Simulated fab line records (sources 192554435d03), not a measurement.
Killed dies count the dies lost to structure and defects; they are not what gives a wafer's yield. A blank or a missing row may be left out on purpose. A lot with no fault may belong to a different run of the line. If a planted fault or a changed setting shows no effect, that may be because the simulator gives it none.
Struck lot and sound lot, side by side :: flow n5 finfet :: 15 steps out of a route of 1938
Sound: these wafers, L338.2, L338.4, L338.5. Struck: wafer L336.6; the same lot's L336.2 was not struck, so it is left out; see the end for the cause.
Each step with rows lists, per side, the tool, then ch with its chambers, then its first start. Under that, the readings that differ: sound wafers :: struck wafers :: difference of the means :: sigmas: that difference in standard deviations of wafers without a fault.
alike: readings with means less than 2 such deviations apart, plus words and numbers identical on both sides. not compared: withheld readings, readings lacking a value on some wafer, bounds such as >300 that could conceal the same value, and numbers that have no deviation in the record and whose values overlap.
Wherever a step has rows on one side only, a row that says differs or no value, or a row with sigmas, the two part there. Numbers that have no deviation but don't overlap get no sigmas and don't part them. A reading missing from all wafers of one side parts the sides only when that side holds two or more wafers.

N5_BEOL_M8_STRIP_80: strips in N2/H2, time 10 s.
  sound: rie diel-06 ch 1,2,3; struck: rie diel-02 ch 2
  alike: drypump motor current A, h2 flow sccm, n2 flow sccm, oes product au, rf vpp V, showerhead plenum p Torr, throttle valve pct
  not compared: rf hours counter h
N5_BEOL_M8_OCD_MEAS_38:
  sound on ocd-01, day 11 13:47; struck on ocd-01, day 10 20:45
  alike: trench depth nm
then, 4 steps without rows for these wafers: N5_BEOL_M8_HM_STRIP_39 (strips TiN in peroxide tin strip, target depth 25 nm, time 158 s); N5_BEOL_M8_SRD_40 (time 30 s); N5_BEOL_M8_PRECLEAN_42 (cleans in residue remover, time 60 s); N5_BEOL_M8_SRD_43 (time 30 s).
N5_BEOL_M8_CD_MEAS_35 targets a cd of 40 nm.
  sound on cd sem-02, day 11 13:56; struck on cd sem-02, day 10 20:55
  alike: cd nm
N5_BEOL_M8_CURE_75: cures SiCOH lowk, time 120 s.
  sound on uv cure-02 ch 1, day 11 14:02; struck on uv cure-03 ch 0, day 10 21:20
  alike: lamp power pct, wafer_temp_C_max
N5_BEOL_M8_DEGAS_44: time 60 s.
  sound on pvd sputter-02, day 11 14:20; struck on pvd sputter-02, day 10 21:40
reading: heater power w (W)
sound: 274 285 271
struck: 381
difference: +104
sigmas: +3
then, 1 step without rows for these wafers: N5_BEOL_M8_PRE_CLEAN_45 (time 30 s).
N5_BEOL_M8_ALD_77: deposits TaN, target thk 2 nm, pulse time 2 s, purge time 3 s.
  sound on ald metal-01 ch 1,2,3, day 11 14:26; struck on ald metal-01 ch 2, day 10 21:46
reading: precursor vessel temp c (C)
sound: 75.22 75.02 75.10
struck: 74.86
difference: -0.25
sigmas: -2
  alike: chamber pressure Torr, heater power w
after that, 1 step had no rows for these wafers: N5_BEOL_M8_SURFACE_TREAT_79.
N5_BEOL_M8_CVD_78: deposits Co from CCTBA/H2, target thk 2 nm, time 142.3 s.
  sound on cvd co-01 ch 0,2, day 11 14:50; struck on cvd co-02 ch 0, day 10 22:22
reading: run length s (s)
sound: 165.7 165.7 166.0
struck: 167.5
difference: +1.7
sigmas: +4
  alike: chamber pressure Torr
N5_BEOL_M8_SPUTTER_48: material Cu, target thk 10 nm, time 1.667 s.
  sound on pvd sputter-02, day 11 15:00; struck on pvd sputter-03, day 10 22:52
  alike: cathode dc power W, chuck sensor temp C, substrate temp c, throttle valve pct
-- the record jumps here: 3 days lie between the struck wafers' starts before and after (it left off in module BEOL_M8 and takes up again in module PASSIVATION, whose first step shown is number 1936 of the route) --
N5_PASSIVATION_PROBE_49:
  sound on prober-02, day 14 09:44; struck on prober-02, day 13 22:07
reading: defect limited yield (%)
sound: 88.7 89.8 88.7
struck: 93.2
difference: +4.1
sigmas: +3

reading: killed at front end
sound: 60 56 61
struck: 26
difference: -33
sigmas: -3

reading: killed dies
sound: 133 120 133
struck: 80
difference: -49
sigmas: -3

reading: killed short
sound: 39 42 45
struck: 20
difference: -22
sigmas: -3

reading: sort_bin_5_function (%)
sound: 7.2 6.6 7.0
struck: 4.8
difference: -2.1
sigmas: -2

reading: sort_bin_6_memory (%)
sound: 3.7 3.3 3.8
struck: 1.9
difference: -1.7
sigmas: -3

reading: sort n pass
sound: 1047 1060 1047
struck: 1100
difference: +49
sigmas: +3

reading: sort yield pct (%)
sound: 88.7 89.8 88.7
struck: 93.2
difference: +4.1
sigmas: +3
  alike: killed_at_M0_to_M3, killed_at_M4_up, killed at contacts, killed at other, killed open

WHERE THEY PART
Last at N5_PASSIVATION_PROBE_49 as far as this record goes, first at N5_BEOL_M8_DEGAS_44.

WHY: whatever the simulator had introduced
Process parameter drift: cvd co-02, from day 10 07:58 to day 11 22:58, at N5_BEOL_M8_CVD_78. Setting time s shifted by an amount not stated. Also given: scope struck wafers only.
